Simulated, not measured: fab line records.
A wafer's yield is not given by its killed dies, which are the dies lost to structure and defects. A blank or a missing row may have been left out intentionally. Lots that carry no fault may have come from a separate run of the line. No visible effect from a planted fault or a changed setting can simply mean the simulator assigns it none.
fab line records -- flow n5_finfet -- part 2 of 2: steps 5 to 6 of 6
record lots=22, wafers=66, last_day=19
route steps=1938 shown BEOL_M0_SAQP@669 BEOL_M0@729
lots that met no fault: taken from a fault-free run of the same line
start_h: hours from the record's opening day to when the first of the lot's shown wafers began -- wait_h: hours elapsed since this lot's preceding step -- " unchanged from the row above -- L1.1+2: a single row standing in for several wafers -- - no value present, or no start provided -- * or withheld: withheld -- < > ~ a bound
route shown NAME@n: NAME is a module with steps in the file, n the number in the route of the first one -- usual: average and standard deviation across the fault-free wafers -- same: alike in all rows -- chamber/n: place in a boat -- sites: readings site by site -- _std_site: their standard deviation -- _edge_site: outer sites' mean less inner sites' -- radius_mm: for every site, how far away it sits from the centre of the wafer -- mask NAME#n: copy n -- behind: the last tool/chamber to shape the wafer -- hold: the reason the lot was held/the length of the hold in hours/how it ended -- device: transistor that didn't switch, given as n, p or np -- end of line: the route-end tests of the same wafers -- a step with no rows: only its recipe -- killed: dies lost to structure and defects at the first sort, not the wafer's yield -- map: the dies of a wafer, with x for killed, . for not killed, _ for no die there
set.NAME: the setting as run; set.NAME@STEP: as run at that earlier step -- model.NAME: the simulator's own value behind a step, which no gauge read
route steps across a sampled set of lots; one table per step, one row per wafer
services: when a tool's chamber went out of use (start_h, in hours from the record's first day, below 0 if earlier), for how many hours, and the reason
## steps
# step N5_BEOL_M0_SAQP_ETCH_49
# recipe chemistry=CF4/O2, target_depth_a=370, target=SiO2, pressure_mtorr=40, source_w=535, bias_w=49, Ar_flow_sccm=100, cf4_flow_sccm=100, O2_flow_sccm=10, ion_energy_ev=100
# usual drypump_motor_current_A=5.5/0.49, mfc_ar_sccm=99.9/0.32, oes_product_au=0.78/0.077, rf_vpp_V=241/3.6, showerhead_plenum_p_Torr=2.23/0.048, throttle_valve_pct=15.88/0.17
lot.wafer,tool,chamber,start_h,wait_h,drypump_motor_current_A,mfc_ar_sccm,oes_product_au,rf_hours_counter_h,rf_vpp_V,showerhead_plenum_p_Torr,throttle_valve_pct
L074.1,rie_diel-04,2,114.73,0.3,5.0,99.7,0.89,49,251,2.16,15.94
L074.2,rie_diel-04,0,114.73,0.3,5.1,100.2,0.82,71,238,2.23,15.77
L074.3,rie_diel-04,1,114.73,0.3,6.1,100.4,0.77,144,242,2.30,15.75
L075.1,rie_diel-06,3,122.17,0.3,6.3,99.9,0.68,246,239,2.17,16.00
L075.2,rie_diel-06,2,122.17,0.3,5.8,100.1,0.77,144,243,2.20,16.07
L075.5,rie_diel-06,2,122.17,0.3,5.8,100.3,0.76,-,242,2.20,16.06
L076.1,rie_diel-02,2,126.69,0.3,6.4,99.9,0.69,248,244,2.27,16.20
L076.2,rie_diel-02,0,126.69,0.3,5.3,100.2,0.72,188,239,2.19,16.03
L076.5,rie_diel-02,0,126.69,0.3,5.3,99.5,0.72,-,239,2.19,16.04
L077.1,rie_diel-02,1,129.52,0.3,5.7,100.5,0.81,126,238,2.21,15.76
L077.2,rie_diel-02,3,129.52,0.3,5.0,99.7,0.77,153,242,2.29,15.67
L077.5,rie_diel-02,3,129.52,0.3,5.0,99.7,0.77,-,243,2.29,15.66
L078.1,rie_diel-02,0,137.36,0.3,5.3,100.0,0.73,192,240,2.19,16.05
L078.3,rie_diel-02,1,137.36,0.3,5.8,100.2,0.81,128,239,2.21,15.79
L078.6,rie_diel-02,3,137.36,0.3,4.9,99.7,0.76,-,243,2.29,15.67
L079.2,rie_diel-06,1,142.93,0.3,5.5,100.0,0.77,163,241,2.30,16.07
L079.3,rie_diel-06,0,142.93,0.3,4.9,99.6,0.70,219,238,2.19,15.68
L079.6,rie_diel-06,1,142.93,0.3,5.5,100.1,0.77,-,238,2.30,16.10
L080.1,rie_diel-04,0,150.21,0.3,5.1,99.7,0.81,84,237,2.23,15.78
L080.2,rie_diel-04,2,150.21,0.3,5.0,100.4,0.87,61,253,2.16,15.95
L080.6,rie_diel-04,0,150.21,0.3,5.1,99.8,0.80,-,239,2.23,15.80
L082.1,rie_diel-02,3,161.35,0.3,5.0,99.9,0.76,163,241,2.29,15.68
L082.2,rie_diel-02,2,161.35,0.3,6.3,100.2,0.99,1,243,2.27,15.75
L082.5,rie_diel-02,2,161.35,0.3,6.4,100.3,1.00,-,242,2.27,15.75
L083.1,rie_diel-06,0,167.51,0.3,4.9,100.0,0.69,227,236,2.19,15.72
L083.4,rie_diel-06,1,167.51,0.3,5.5,100.0,0.77,170,240,2.30,16.11
L083.6,rie_diel-06,1,167.51,0.3,5.5,99.8,0.76,-,239,2.30,16.10
L084.4,rie_diel-02,1,171.28,0.3,5.7,100.3,0.78,140,239,2.21,15.81
L084.5,rie_diel-02,1,171.28,0.3,5.7,100.5,0.79,-,240,2.21,15.80
L084.6,rie_diel-02,2,171.28,0.3,6.3,100.2,0.97,-,244,2.27,15.75
L085.2,rie_diel-06,3,175.01,0.3,6.3,99.5,0.96,2,240,2.16,15.54
L085.4,rie_diel-06,0,175.01,0.3,4.8,100.3,0.68,229,237,2.18,15.74
L085.5,rie_diel-06,3,175.01,0.3,6.3,99.4,0.97,-,239,2.16,15.55
L086.1,rie_diel-04,1,196.35,0.3,6.1,100.5,0.76,170,241,2.29,15.82
L086.2,rie_diel-04,0,196.35,0.3,5.1,99.5,0.80,96,238,2.22,15.81
L086.6,rie_diel-04,3,196.35,0.3,5.3,100.4,0.85,-,235,2.23,15.73
L087.4,rie_diel-06,1,197.28,0.3,5.5,100.4,0.75,178,239,2.29,16.12
L087.5,rie_diel-06,1,197.28,0.3,5.5,100.1,0.75,-,240,2.29,16.11
L087.6,rie_diel-06,2,197.28,0.3,5.8,100.2,0.75,-,243,2.20,16.11
L088.1,rie_diel-02,3,207.53,0.3,5.0,100.0,0.74,176,243,2.28,15.71
L088.3,rie_diel-02,1,207.53,0.3,5.7,99.7,0.79,149,238,2.21,15.83
L088.5,rie_diel-02,3,207.53,0.3,5.0,99.8,0.74,-,243,2.28,15.68
L090.1,rie_diel-02,1,210.80,0.3,5.8,99.7,0.78,151,239,2.21,15.82
L090.2,rie_diel-02,2,210.80,0.3,6.3,100.4,0.94,16,243,2.27,15.78
L090.5,rie_diel-02,0,210.80,0.3,5.3,99.9,0.71,-,240,2.18,16.09
L091.2,rie_diel-02,0,215.21,0.3,5.3,100.0,0.70,215,239,2.18,16.08
L091.3,rie_diel-02,3,215.21,0.3,4.9,100.4,0.74,179,241,2.28,15.70
L091.4,rie_diel-02,1,215.21,0.3,5.7,100.5,0.78,152,239,2.21,15.83
L092.1,rie_diel-06,2,222.99,0.3,5.8,99.9,0.74,174,243,2.19,16.11
L092.2,rie_diel-06,3,222.99,0.3,6.2,99.8,0.92,16,238,2.16,15.58
L092.6,rie_diel-06,2,222.99,0.3,5.8,100.0,0.74,-,242,2.19,16.13
L093.3,rie_diel-04,0,232.66,0.3,5.1,99.7,0.78,108,236,2.22,15.84
L093.5,rie_diel-04,2,232.66,0.3,4.9,99.3,0.84,-,251,2.15,16.01
L093.6,rie_diel-04,1,232.66,0.3,6.1,100.3,0.74,-,240,2.29,15.84
L094.1,rie_diel-04,3,236.84,0.3,5.3,100.2,0.82,69,237,2.23,15.77
L094.4,rie_diel-04,0,236.84,0.3,5.1,99.8,0.78,110,238,2.22,15.84
L094.5,rie_diel-04,1,236.84,0.3,6.1,99.4,0.73,-,242,2.29,15.86
L095.2,rie_diel-02,1,246.65,0.4,5.7,99.9,0.77,162,239,2.20,15.85
L095.3,rie_diel-02,0,246.65,0.4,5.3,100.2,0.69,224,240,2.17,16.10
L095.6,rie_diel-02,1,246.65,0.4,5.7,100.0,0.77,-,238,2.20,15.84
L096.2,rie_diel-04,2,248.64,0.3,5.0,99.7,0.83,94,250,2.15,16.02
L096.5,rie_diel-04,2,248.64,0.3,5.0,99.7,0.84,-,251,2.15,16.00
L096.6,rie_diel-04,3,248.64,0.3,5.3,99.5,0.82,-,235,2.23,15.74
L097.1,rie_diel-02,2,251.52,0.3,6.4,99.9,0.90,29,242,2.26,15.79
L097.3,rie_diel-02,3,251.52,0.3,5.0,100.1,0.73,190,242,2.28,15.75
L097.6,rie_diel-02,2,251.52,0.3,6.4,99.9,0.90,-,243,2.26,15.79
# step N5_BEOL_M0_DEGAS_112
# recipe ambient=vacuum, temp_c=250, time_s=60
# usual heater_power_w=339/31
lot.wafer,tool,chamber,start_h,wait_h,heater_power_w
L074.1,pvd_sputter-03,-,117.44,0.2,371
L074.2,pvd_sputter-03,-,117.44,0.2,347
L074.3,pvd_sputter-03,-,117.44,0.2,396
L075.1,pvd_sputter-02,-,124.05,0.0,304
L075.2,pvd_sputter-02,-,124.05,0.0,323
L075.5,pvd_sputter-02,-,124.05,0.0,334
L076.1,pvd_sputter-02,-,129.36,0.0,321
L076.2,pvd_sputter-02,-,129.36,0.0,329
L076.5,pvd_sputter-02,-,129.36,0.0,317
L077.1,pvd_sputter-03,-,131.63,0.2,400
L077.2,pvd_sputter-03,-,131.63,0.2,312
L077.5,pvd_sputter-03,-,131.63,0.2,355
L078.1,pvd_sputter-01,-,138.97,0.0,319
L078.3,pvd_sputter-01,-,138.97,0.0,323
L078.6,pvd_sputter-01,-,138.97,0.0,318
L079.2,pvd_sputter-03,-,146.78,0.9,379
L079.3,pvd_sputter-03,-,146.78,0.9,346
L079.6,pvd_sputter-03,-,146.78,0.9,309
L080.1,pvd_sputter-02,-,156.36,0.0,323
L080.2,pvd_sputter-02,-,156.36,0.0,306
L080.6,pvd_sputter-02,-,156.36,0.0,314
L082.1,pvd_sputter-01,-,163.82,0.1,328
L082.2,pvd_sputter-01,-,163.82,0.1,322
L082.5,pvd_sputter-01,-,163.82,0.1,320
L083.1,pvd_sputter-01,-,169.32,0.0,314
L083.4,pvd_sputter-01,-,169.32,0.0,330
L083.6,pvd_sputter-01,-,169.32,0.0,335
L084.4,pvd_sputter-03,-,172.97,0.1,402
L084.5,pvd_sputter-03,-,172.97,0.1,399
L084.6,pvd_sputter-03,-,172.97,0.1,338
L085.2,pvd_sputter-03,-,176.89,0.2,350
L085.4,pvd_sputter-03,-,176.89,0.2,372
L085.5,pvd_sputter-03,-,176.89,0.2,395
L086.1,pvd_sputter-03,-,198.12,0.1,306
L086.2,pvd_sputter-03,-,198.12,0.1,393
L086.6,pvd_sputter-03,-,198.12,0.1,313
L087.4,pvd_sputter-03,-,201.91,0.4,309
L087.5,pvd_sputter-03,-,201.91,0.4,403
L087.6,pvd_sputter-03,-,201.91,0.4,347
L088.1,pvd_sputter-03,-,210.19,0.3,310
L088.3,pvd_sputter-03,-,210.19,0.3,334
L088.5,pvd_sputter-03,-,210.19,0.3,317
L090.1,pvd_sputter-03,-,213.65,0.2,382
L090.2,pvd_sputter-03,-,213.65,0.2,304
L090.5,pvd_sputter-03,-,213.65,0.2,397
L091.2,pvd_sputter-01,-,220.75,3.7,319
L091.3,pvd_sputter-01,-,220.75,3.7,322
L091.4,pvd_sputter-01,-,220.75,3.7,303
L092.1,pvd_sputter-02,-,227.54,0.9,350
L092.2,pvd_sputter-02,-,227.54,0.9,327
L092.6,pvd_sputter-02,-,227.54,0.9,301
L093.3,pvd_sputter-02,-,237.01,0.7,319
L093.5,pvd_sputter-02,-,237.01,0.7,332
L093.6,pvd_sputter-02,-,237.01,0.7,309
L094.1,pvd_sputter-03,-,239.54,0.8,311
L094.4,pvd_sputter-03,-,239.54,0.8,385
L094.5,pvd_sputter-03,-,239.54,0.8,395
L095.2,pvd_sputter-02,-,250.91,0.0,370
L095.3,pvd_sputter-02,-,250.91,0.0,325
L095.6,pvd_sputter-02,-,250.91,0.0,357
L096.2,pvd_sputter-02,-,253.10,0.1,316
L096.5,pvd_sputter-02,-,253.10,0.1,329
L096.6,pvd_sputter-02,-,253.10,0.1,313
L097.1,pvd_sputter-02,-,254.76,1.4,360
L097.3,pvd_sputter-02,-,254.76,1.4,317
L097.6,pvd_sputter-02,-,254.76,1.4,312
## services
tool,chamber,start_h,hours,kind
rie_diel-02,2,131.19,-,clean
rie_diel-02,2,131.19,-,consumable_replace:focus_ring
rie_diel-02,2,131.19,24.2,scheduled_down
rie_diel-02,2,131.19,24.2,vent_cycle
rie_diel-04,3,133.61,22.5,repair
pvd_sputter-03,-,133.80,2.7,repair
rie_diel-06,2,136.40,2.6,repair
rie_diel-06,3,139.23,-,clean
rie_diel-06,3,139.23,-,consumable_replace:focus_ring
rie_diel-06,3,139.23,27.9,scheduled_down
rie_diel-06,3,139.23,27.9,vent_cycle
rie_si-04,3,145.41,3.3,repair
rie_diel-06,-,177.84,0.6,repair
rie_diel-04,0,185.19,4.0,repair
rie_si-02,-,185.88,1.7,repair
rie_si-04,3,197.13,6.4,repair
rie_si-04,0,222.59,2.2,repair
rie_si-02,2,231.65,9.1,repair
rie_diel-06,3,235.37,2.3,repair
rie_si-02,3,239.52,1.4,repair
rie_si-04,3,241.05,-,clean
rie_si-04,3,241.05,22.0,scheduled_down
rie_si-04,3,241.05,22.0,vent_cycle
rie_si-02,3,253.09,16.0,repair
